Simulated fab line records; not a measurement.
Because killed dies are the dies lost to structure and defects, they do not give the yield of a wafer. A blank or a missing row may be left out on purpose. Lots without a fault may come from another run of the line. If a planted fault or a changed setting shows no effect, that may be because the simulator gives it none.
Chamber matching    flow nand-harc    NHARC_A_CONTACT_ALD_18 on ald-metal-04: 4 sister chambers
The step deposits TiN, target thk 3 nm, pulse time 1 s, ald cycles 150. 4 wafers are shown with their chamber, then 10 later ones without.

== EACH WAFER AND ITS CHAMBER ==
wafer   chamber  heater-power-w (W)
L082.6  2        1214
L085.6  0        997
L086.3  3        1102
L086.4  1        1197

== WAFERS WHOSE CHAMBER IS MISSING ==
wafer   heater-power-w (W)
L086.6  1090
L093.1  1222
L093.2  1044
L093.5  1201
L093.3  1132
L093.4  1076
L093.6  1142
L097.1  1204
L097.3  1080
L097.5  1209

== THE CHAMBER EACH PASSED THROUGH ==
wafer    from the rows above            in truth
L086.6   3                              3
L093.1   can't be placed: 2 or 1        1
L093.2   can't be placed: 0 or 3        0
L093.5   can't be placed: 1 or 2        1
L093.3   can't be placed: 3 or 1        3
L093.4   3                              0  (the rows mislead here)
L093.6   can't be placed: 3 or 1 or 2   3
L097.1   can't be placed: 1 or 2        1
L097.3   3                              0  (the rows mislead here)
L097.5   can't be placed: 2 or 1        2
Correctly placed: 1 of 10. Unplaceable from these rows: 7, with the true chamber sitting among the candidates in 7. Wrongly placed: 2.
How it was worked out, from the rows above alone: a wafer's distance from a chamber is the root of the sum, over the readings, of the square of ((its reading less the chamber's mean) divided by the reading's scatter). If the next closest chamber is less than 2 further off than the closest, the wafer can't be placed; otherwise it belongs to the closest. For every chamber, the mean is computed from those of its wafers that are shown. The scatter: with one shown wafer a chamber, the root of the mean of the squares of how far each hidden wafer lies from its nearest shown one.
